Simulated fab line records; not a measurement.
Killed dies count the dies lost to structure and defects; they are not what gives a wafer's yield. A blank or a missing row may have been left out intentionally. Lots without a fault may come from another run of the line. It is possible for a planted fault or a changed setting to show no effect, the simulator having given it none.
fab line records	flow n5Finfet
record lots=10	wafers=30	lastDay=18
route steps=1938 shown GATE_CUT@467 BEOL_M4@1111 PASSIVATION@1936
lots that met no fault: taken from a fault-free run of the same line
startH: start of the lot's first displayed wafer, in hours after the record's first day	waitH: hours from the lot's prior step to this one	" repeats the value in the row above	L1.1+2: one row covering several wafers at once	- no value, or no start was given	* or withheld: withheld	< > ~ a bound
route shown NAME@n: NAME is a module with steps in the file, n the number in the route of the first one	usual: mean/standard deviation taken from wafers without a fault	same: alike in all rows	chamber/n: place in a boat	sites: readings site by site	_std_site: the values' standard deviation	_edge_site: outer sites' mean less inner sites'	radiusMm: how far each site lies from the wafer's centre	mask NAME#n: copy n	behind: the most recent tool/chamber to have shaped the wafer	hold: what put the lot on hold/how long, in hours/how the hold closed	device: names the non-switching transistor (n, p or np)	end of line: the tests these same wafers got at the end of their route	step lacking rows: just its recipe	killed: dies that structure and defects cost at the first sort, which is not the same as the wafer's yield	map: shows each die of a wafer: x if killed, . if not, _ if none is there
set.NAME: setting as actually run; set.NAME@STEP: the setting as run at that earlier step	model.NAME: the simulator's own value behind a step, which no gauge read
route steps across a sampled set of lots; one table per step, one row per wafer
services: the hour from which a tool's chamber was out of use, counted from the record's first day as startH (under 0 if before that day), plus the number of hours and why
## steps
# step N5_GATE_CUT_ETCHBACK_30
# recipe chemistry=Cl2/Ar	target=TiN	targetDepthA=30	mode=isotropic	pressureMtorr=10	icpW=600	biasW=60	Cl2_flow_sccm=40	Ar_flow_sccm=60
# usual drypumpMotorCurrentA=5.7/0.32	oesProductAu=0.78/0.11	throttleValvePct=20.84/0.17
lot.wafer	tool	chamber	startH	waitH	drypumpMotorCurrentA	oesProductAu	rfHoursCounterH	throttleValvePct
L900.3	rieMetal-02	1	84.06	0.0	5.5	0.77	-	20.75
L900.4	"	0	"	"	5.4	0.93	-	20.88
L900.5	"	1	"	"	5.5	0.77	-	20.75
L909.4	rieMetal-01	1	139.25	0.1	6.3	0.77	-	20.70
L909.5	"	1	"	"	6.3	0.77	-	20.72
L909.6	"	1	"	"	6.3	0.78	-	20.72
L910.2	rieMetal-02	1	146.80	0.1	5.5	0.76	48	20.74
L910.4	"	1	"	"	5.6	0.75	-	20.76
L910.5	"	0	"	"	5.4	0.91	-	20.89
L913.1	rieMetal-02	1	163.02	0.1	5.5	0.76	50	20.74
L913.2	"	0	"	"	5.4	0.91	14	20.90
L913.6	"	1	"	"	5.5	0.76	-	20.75
L914.1	rieMetal-01	1	164.17	0.1	6.4	0.76	45	20.73
L914.4	"	1	"	"	6.4	0.76	-	20.72
L914.6	"	1	"	"	6.4	0.75	-	20.73
L916.3	rieMetal-02	0	176.61	0.0	5.3	0.89	-	20.91
L916.4	"	1	"	"	5.5	0.74	-	20.77
L916.5	"	1	"	"	5.5	0.74	-	20.78
L917.2	rieMetal-02	0	183.21	0.1	5.4	0.89	15	20.89
L917.4	"	0	"	"	5.4	0.90	-	20.89
L917.6	"	0	"	"	5.4	0.90	-	20.91
L920.1	rieMetal-01	1	200.23	0.1	6.3	0.75	49	20.74
L920.3	"	0	"	"	5.7	0.96	-	20.69
L920.4	"	1	"	"	6.3	0.75	-	20.75
L922.3	rieMetal-03	1	213.68	0.1	5.8	0.63	-	21.19
L922.4	"	0	"	"	6.0	0.69	-	20.68
L922.5	"	0	"	"	6.0	0.70	-	20.68
L923.2	rieMetal-03	1	223.76	0.1	5.8	0.63	123	21.22
L923.3	"	0	"	"	6.0	0.69	-	20.66
L923.4	"	1	"	"	5.8	0.63	-	21.23
# step N5_GATE_CUT_HM_DEP_46
# recipe material=SiO2	targetThkA=1300	tempC=400	precursor=TEOS/O2	pressureTorr=6.5	rfW=900	teosFlowSccm=161.4	gas=O2	flowSccm=2650	timeS=26.6
# usual chamberPressureTorr=6.497/0.016	heaterPowerW=573/140	showerheadPlenumPTorr=8.350/0.021	throttleValvePct=18.8/1.3
lot.wafer	tool	chamber	startH	waitH	chamberPressureTorr	heaterPowerW	showerheadPlenumPTorr	sinceWetCleanH	throttleValvePct
L900.3	pecvd-03	2	87.07	0.0	6.487	736	8.361	390	18.3
L900.4	"	1	"	"	6.478	532	8.340	-	20.6
L900.5	"	0	"	"	6.498	457	8.348	-	20.4
L909.4	pecvd-04	1	142.41	0.1	6.509	792	8.301	-	18.3
L909.5	"	0	"	"	6.487	659	8.378	-	17.0
L909.6	"	2	"	"	6.519	626	8.332	-	18.6
L910.2	pecvd-01	2	149.83	0.0	6.491	575	8.371	264	16.5
L910.4	"	0	"	"	6.504	593	8.352	-	19.8
L910.5	"	1	"	"	6.497	400	8.350	-	19.4
L913.1	pecvd-04	1	166.02	0.0	6.474	845	8.297	1414	18.0
L913.2	"	2	"	"	6.479	655	8.361	2139	18.3
L913.6	"	0	"	"	6.487	759	8.383	-	17.1
L914.1	pecvd-03	1	167.24	0.0	6.489	533	8.342	1959	20.6
L914.4	"	0	"	"	6.509	343	8.361	-	19.8
L914.6	"	2	"	"	6.503	731	8.329	-	18.6
L916.3	pecvd-04	1	179.63	0.0	6.483	795	8.317	1427	18.0
L916.4	"	0	"	"	6.498	745	8.391	-	17.0
L916.5	"	1	"	"	6.486	812	8.302	-	18.0
L917.2	pecvd-03	1	186.27	0.0	6.488	471	8.372	1978	20.8
L917.4	"	0	"	"	6.502	454	8.350	-	20.1
L917.6	"	0	"	"	6.497	441	8.333	-	20.3
L920.1	pecvd-01	2	204.48	0.0	6.504	487	8.364	319	16.8
L920.3	"	0	"	"	6.498	601	8.367	1090	20.2
L920.4	"	2	"	"	6.492	517	8.363	-	16.8
L922.3	pecvd-01	1	217.29	0.0	6.495	429	8.358	1827	19.0
L922.4	"	0	"	"	6.518	533	8.378	-	20.1
L922.5	"	2	"	"	6.504	599	8.351	-	16.7
L923.2	pecvd-03	0	226.87	0.0	6.497	426	8.328	1293	19.9
L923.3	"	2	"	"	6.493	742	8.367	530	18.8
L923.4	"	1	"	"	6.479	534	8.346	-	20.6
# step N5_GATE_CUT_COAT_07
# recipe resist=CAR-EUV	spinRpm=1500	resistThkNm=30
# usual dispensePressureKPa=51.8/2.1	spinSpeedRpm=1500.1/1.2
lot.wafer	tool	chamber	startH	waitH	dispensePressureKPa	spinSpeedRpm
L900.3	lithoTrack-03	0	87.14	-	53.8	1500.8
L900.4	"	0	"	"	53.8	1500.3
L900.5	"	0	"	"	53.8	1501.3
L909.4	lithoTrack-03	0	142.46	-	53.8	1539.8
L909.5	"	0	"	"	53.8	1539.1
L909.6	"	0	"	"	53.8	1539.7
L910.2	lithoTrack-03	0	149.91	-	53.8	1540.5
L910.4	"	0	"	"	53.8	1540.6
L910.5	"	0	"	"	53.8	1539.7
L913.1	lithoTrack-05	0	166.09	-	48.0	1500.6
L913.2	"	0	"	"	48.0	1499.5
L913.6	"	0	"	"	48.0	1501.3
L914.1	lithoTrack-05	0	167.32	-	48.0	1500.7
L914.4	"	0	"	"	48.0	1497.5
L914.6	"	0	"	"	48.0	1497.1
L916.3	lithoTrack-04	0	179.70	-	50.4	1498.3
L916.4	"	0	"	"	50.4	1500.7
L916.5	"	0	"	"	50.4	1499.8
L917.2	lithoTrack-04	0	186.37	-	50.4	1499.7
L917.4	"	0	"	"	50.4	1500.3
L917.6	"	0	"	"	50.4	1498.7
L920.1	lithoTrack-04	0	204.55	-	50.4	1499.5
L920.3	"	0	"	"	50.4	1499.1
L920.4	"	0	"	"	50.3	1498.4
L922.3	lithoTrack-03	0	217.37	-	53.8	1499.5
L922.4	"	0	"	"	53.8	1500.4
L922.5	"	0	"	"	53.8	1498.7
L923.2	lithoTrack-03	0	226.95	-	53.7	1499.3
L923.3	"	0	"	"	53.8	1500.1
L923.4	"	0	"	"	53.8	1498.9
# step N5_GATE_CUT_INSPECT_15
# recipe mode=adi	inspectInstrument=brightfield
# usual rawDefectCount=135/46
lot.wafer	tool	chamber	startH	waitH	rawDefectCount
L900.3	defectInspect-02	-	87.62	0.0	115
L900.4	"	-	"	"	100
L900.5	"	-	"	"	126
L909.4	defectInspect-01	-	142.94	0.0	114
L909.5	"	-	"	"	126
L909.6	"	-	"	"	67
L910.2	defectInspect-01	-	150.38	0.0	107
L910.4	"	-	"	"	145
L910.5	"	-	"	"	203
L913.1	defectInspect-01	-	166.57	0.1	99
L913.2	"	-	"	"	134
L913.6	"	-	"	"	111
L914.1	defectInspect-01	-	167.79	0.1	118
L914.4	"	-	"	"	117
L914.6	"	-	"	"	70
L916.3	defectInspect-01	-	180.06	0.0	80
L916.4	"	-	"	"	63
L916.5	"	-	"	"	119
L917.2	defectInspect-02	-	186.72	0.0	233
L917.4	"	-	"	"	173
L917.6	"	-	"	"	360
L920.1	defectInspect-02	-	204.90	0.1	96
L920.3	"	-	"	"	96
L920.4	"	-	"	"	159
L922.3	defectInspect-02	-	217.72	0.0	137
L922.4	"	-	"	"	121
L922.5	"	-	"	"	215
L923.2	defectInspect-02	-	227.42	0.0	106
L923.3	"	-	"	"	109
L923.4	"	-	"	"	159
# step N5_BEOL_M4_RC_MEAS_101
# usual DIBL_N=35.9/1.4	DIBL_P=35.9/1.7	IOFF_N=0.155/0.023	IOFF_P=0.201/0.029	ION_N=672/8.8	ION_P=460/7	SS_N=71.6/0.48	SS_P=73.1/0.64	VT_N=250.0/3	VT_P=-251.6/3
lot.wafer	tool	chamber	startH	waitH	DIBL_N[mV/V]	DIBL_P[mV/V]	IOFF_N[nA/um]	IOFF_P[nA/um]	ION_N[uA/um]	ION_P[uA/um]	SS_N[mV/dec]	SS_P[mV/dec]	VT_N[mV]	VT_P[mV]
L900.3	prober-02	0	170.23	0.3	34.6	35.1	0.131	0.195	667	460	71.7	73.3	250.4	-252.1
L900.4	"	0	"	"	38.2	38.6	0.191	0.252	680	464	72.2	74.6	245.9	-250.6
L900.5	"	0	"	"	37.1	37.4	0.174	0.229	672	459	71.7	74.0	247.3	-249.8
L909.4	prober-02	0	234.46	0.5	33.1	31.8	0.114	0.162	657	454	71.0	72.5	251.4	-253.1
L909.5	"	0	"	"	35.3	34.6	0.157	0.205	674	459	71.5	73.1	247.7	-252.2
L909.6	"	0	"	"	33.2	32.0	0.117	0.164	674	458	69.9	71.5	253.3	-252.7
L910.2	prober-01	0	243.98	0.2	34.5	35.1	0.126	0.184	654	457	71.1	72.0	255.7	-250.0
L910.4	"	0	"	"	37.0	37.8	0.169	0.221	685	474	71.7	73.6	249.0	-250.5
L910.5	"	0	"	"	35.2	35.1	0.134	0.179	661	460	70.8	72.5	250.9	-252.3
L913.1	prober-02	0	248.88	0.0	36.8	35.0	0.145	0.215	666	462	71.4	72.6	251.2	-248.6
L913.2	"	0	"	"	36.6	35.1	0.154	0.227	675	469	71.7	73.5	250.8	-249.7
L913.6	"	0	"	"	38.6	36.8	0.183	0.245	684	464	71.6	74.0	248.2	-249.9
L914.1	prober-01	0	252.05	0.0	36.9	36.8	0.183	0.244	684	467	72.1	74.0	246.3	-249.6
L914.4	"	0	"	"	37.7	37.6	0.198	0.260	671	463	72.6	73.6	244.0	-246.0
L914.6	"	0	"	"	36.5	35.2	0.170	0.227	670	461	72.4	73.7	248.2	-249.3
L916.3	prober-01	0	269.49	0.3	38.6	36.4	0.165	0.210	677	464	71.7	73.7	249.1	-251.6
L916.4	"	0	"	"	39.0	37.3	0.177	0.217	675	457	71.8	74.6	250.3	-251.7
L916.5	"	0	"	"	37.4	35.3	0.144	0.196	675	458	71.4	73.4	247.9	-251.1
L917.2	prober-02	0	275.49	0.2	36.4	35.5	0.143	0.189	663	457	72.0	73.6	251.3	-252.0
L917.4	"	0	"	"	35.6	35.2	0.139	0.183	666	455	71.2	72.5	253.8	-253.8
L917.6	"	0	"	"	35.2	34.7	0.133	0.179	671	466	70.8	72.3	253.2	-254.1
L920.1	prober-02	0	286.47	0.0	39.1	39.8	0.211	0.260	682	462	72.3	74.4	243.3	-250.6
L920.3	"	0	"	"	38.5	39.4	0.195	0.250	685	464	72.4	73.7	248.6	-249.5
L920.4	"	0	"	"	37.6	38.0	0.187	0.231	686	469	71.8	73.0	243.6	-249.3
L922.3	prober-01	0	306.07	0.6	35.9	35.7	0.155	0.183	679	461	71.4	72.8	248.4	-253.1
L922.4	"	0	"	"	37.2	35.9	0.157	0.196	670	454	71.7	73.5	250.7	-252.3
L922.5	"	0	"	"	34.9	34.2	0.132	0.171	666	451	70.5	73.4	252.3	-254.2
L923.2	prober-02	0	311.64	0.2	35.6	34.0	0.141	0.186	649	448	71.7	72.6	255.4	-253.7
L923.3	"	0	"	"	34.9	34.2	0.131	0.198	668	462	71.1	73.4	250.9	-251.9
L923.4	"	0	"	"	33.5	32.8	0.113	0.168	654	454	71.0	72.6	256.9	-252.6
# step N5_PASSIVATION_PROBE_49
# usual defectLimitedYield=91.7/1.5	killed_at_M0_to_M3=30/8.6	killed_at_M4_up=12/4.5	killedAtContacts=13/5.8	killedAtFrontEnd=38/11	killedAtOther=4/3	killedDies=97/17	killedOpen=63/12	killedShort=32/8.8	sort_bin_5_function=4.8/0.91	sort_bin_6_memory=3.1/0.68	sortNPass=1083/17	sortYieldPct=91.7/1.5
# same grossDies=1180	killedAtBackSide=0	sort_bin_4_leakage[%]=0	sort_bin_8_speed[%]=0
lot.wafer	tool	chamber	startH	waitH	defectLimitedYield[%]	killed_at_M0_to_M3	killed_at_M4_up	killedAtContacts	killedAtFrontEnd	killedAtOther	killedDies	killedOpen	killedShort	sort_bin_5_function[%]	sort_bin_6_memory[%]	sortNPass	sortYieldPct[%]
L914.1	prober-01	-	357.49	0.0	89.8	45	9	15	47	4	120	71	49	6.4	3.3	1060	89.8
L914.4	prober-01	-	357.64	0.2	91.6	21	24	11	41	2	99	55	43	5.4	2.5	1081	91.6
L914.6	prober-01	-	357.74	0.3	90.4	28	18	19	39	9	113	78	35	5.5	3.8	1067	90.4
# killed by level:class
L914.1 BEOL_M0_SAQP:geometricParticle:open=16 FIN_SAQP:geometricParticle:short=14 STI_FIN_REVEAL:geometricParticle:open=12 MOL_CONTACT_COAG:geometricParticle:open=8 BEOL_M0_SAQP:geometricParticle:short=7 MOL_CONTACT_COAG:geometricParticle:short=7 FIN_SAQP:geometricParticle:open=6 BEOL_M2:geometricParticle:open=5
L914.4 FIN_SAQP:geometricParticle:short=18 MOL_CONTACT_COAG:geometricParticle:open=10 FIN_SAQP:geometricParticle:open=9 BEOL_M4:geometricParticle:short=8 BEOL_M2:geometricParticle:open=6 BEOL_M4:geometricParticle:open=6 BEOL_M5:geometricParticle:open=5 BEOL_M3:geometricParticle:open=4
L914.6 FIN_SAQP:geometricParticle:open=22 MOL_CONTACT_COAG:geometricParticle:open=15 FIN_SAQP:geometricParticle:short=7 BEOL_M1:geometricParticle:open=7 BEOL_M4:geometricParticle:short=6 BEOL_M0_SAQP:geometricParticle:open=5 MOL_CONTACT_COAG:geometricParticle:short=4 BEOL_M1:geometricParticle:short=4
## services
tool	chamber	startH	hours	kind
pecvd-01	2	75.70	6.5	repair
pecvd-04	2	87.76	4.7	repair
pecvd-04	-	100.78	6.0	pm
pecvd-03	1	118.11	-	calibration
rieMetal-02	0	119.16	12.5	repair
pecvd-04	1	127.07	5.0	scheduledDown
rieMetal-01	0	130.19	-	clean
rieMetal-01	0	130.19	24.5	scheduledDown
rieMetal-01	0	130.19	24.5	ventCycle
pecvd-04	-	133.79	2.8	pm
lithoTrack-05	-	137.81	-	consumableReplace:filter
pecvd-04	-	138.03	0.5	repair
pecvd-01	-	146.33	0.9	repair
pecvd-04	1	152.85	5.5	scheduledDown
pecvd-04	-	181.78	1.6	repair
pecvd-03	2	185.47	8.2	repair
pecvd-03	-	193.15	14.6	pm
pecvd-04	2	202.47	-	clean
pecvd-04	2	202.47	-	consumableReplace:showerhead
pecvd-04	2	202.47	29.0	scheduledDown
pecvd-04	2	202.47	29.0	ventCycle
## key
firstSign step=N5_GATE_CUT_COAT_07	reading=spinSpeedRpm	direction=up	sigmas=34	usual=*	struck=*
effect none on later readings
metAt N5_GATE_CUT_COAT_07
struckLots L909,L910
notActingAt N5_GATE_CUT_ETCHBACK_30,N5_GATE_CUT_HM_DEP_46,N5_GATE_CUT_INSPECT_15
onsetBetween 87.14 142.46
fault kind=processParameterDrift	tool=lithoTrack-03	chamber=-	onsetH=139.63	steps=N5_GATE_CUT_COAT_07	channel=spinRpm	offset=*	shape=step	endH=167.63	actsIn=*	stated=*
